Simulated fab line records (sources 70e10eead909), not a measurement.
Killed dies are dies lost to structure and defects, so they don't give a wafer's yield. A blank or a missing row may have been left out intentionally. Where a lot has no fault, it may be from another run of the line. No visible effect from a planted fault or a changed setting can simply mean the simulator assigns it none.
One fault seen from 2 desks | flow nandHarc | only its own numbers are on each desk; what lay behind them is given at the end

THE DEFECT DESK
Counts from the inspections along the route, per lot, as means over the sampled wafers that have a number. Any lot whose mean is over 4 standard deviations away from the usual mean is out of limits and marked OUT; that distance is given in the brackets.
Columns: A = rawDefectCount at NHARC_P_GATE_INSPECT_68, usual 201
lot  | first seen here | A
L990 | day 5 04:16     | 146
L991 | day 5 14:05     | 157
L995 | day 6 12:15     | 207
L996 | day 7 03:47     | 809 (+8.1) OUT
L998 | day 7 20:14     | 642 (+5.9) OUT
L999 | day 8 01:01     | 709 (+6.8) OUT
L104 | day 9 09:53     | 161
L106 | day 9 18:19     | 272
L108 | day 9 23:41     | 188
L107 | day 10 00:44    | 214
L110 | day 10 06:07    | 199
L109 | day 10 06:52    | 187
L112 | day 11 00:35    | 231
L113 | day 11 09:39    | 141
Finding of this desk: L996, L998, L999 out of limits; the first was L996 at day 7 03:47, on rawDefectCount at NHARC_P_GATE_INSPECT_68. In limits: L990, L991, L995, L104, L106, L108, L107, L110, L109, L112, L113.

AT THE METROLOGY DESK
What the gauges read for every lot (on any tool): the sampled wafers with a number, averaged. Any lot whose mean is over 4 standard deviations away from the usual mean is out of limits and marked OUT; that distance is given in the brackets.
Columns: A = cdNm at NHARC_P_CONTACT_CD_MEAS_12, usual 89.2 nm
lot  | first seen here | A
L990 | day 5 05:53     | 89.6
L991 | day 5 15:43     | 89.5
L995 | day 6 13:52     | 89.5
L996 | day 7 08:31     | 89.4
L998 | day 7 23:14     | 89.4
L999 | day 8 06:37     | 89.3
L104 | day 9 12:21     | 89.7
L106 | day 9 19:55     | 88.8
L108 | day 10 01:17    | 88.8
L107 | day 10 02:13    | 89.3
L110 | day 10 07:44    | 89.3
L109 | day 10 08:22    | 88.0
L112 | day 11 02:09    | 89.3
L113 | day 11 11:21    | 89.2
This desk found nothing out of limits on any of the 14 lots.

BROUGHT TOGETHER
The defect desk could have raised an alarm at day 7 03:47, on L996, L998, L999.
The metrology desk saw nothing out of limits.
The metrology desk holds a record of L996, L998, L999, inside its limits.
On pvdSputter-03, each named lot ran NHARC_P_GATE_SPUTTER_78.

WHAT THE SIMULATOR PUT IN
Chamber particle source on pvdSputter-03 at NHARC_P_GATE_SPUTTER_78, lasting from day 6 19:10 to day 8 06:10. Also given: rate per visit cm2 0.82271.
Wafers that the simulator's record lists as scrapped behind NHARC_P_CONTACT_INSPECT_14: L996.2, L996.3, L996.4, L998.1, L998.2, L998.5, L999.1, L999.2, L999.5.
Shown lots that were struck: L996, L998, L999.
Hours from the fault's start to each desk's first reading out of limits: the defect desk, 9.
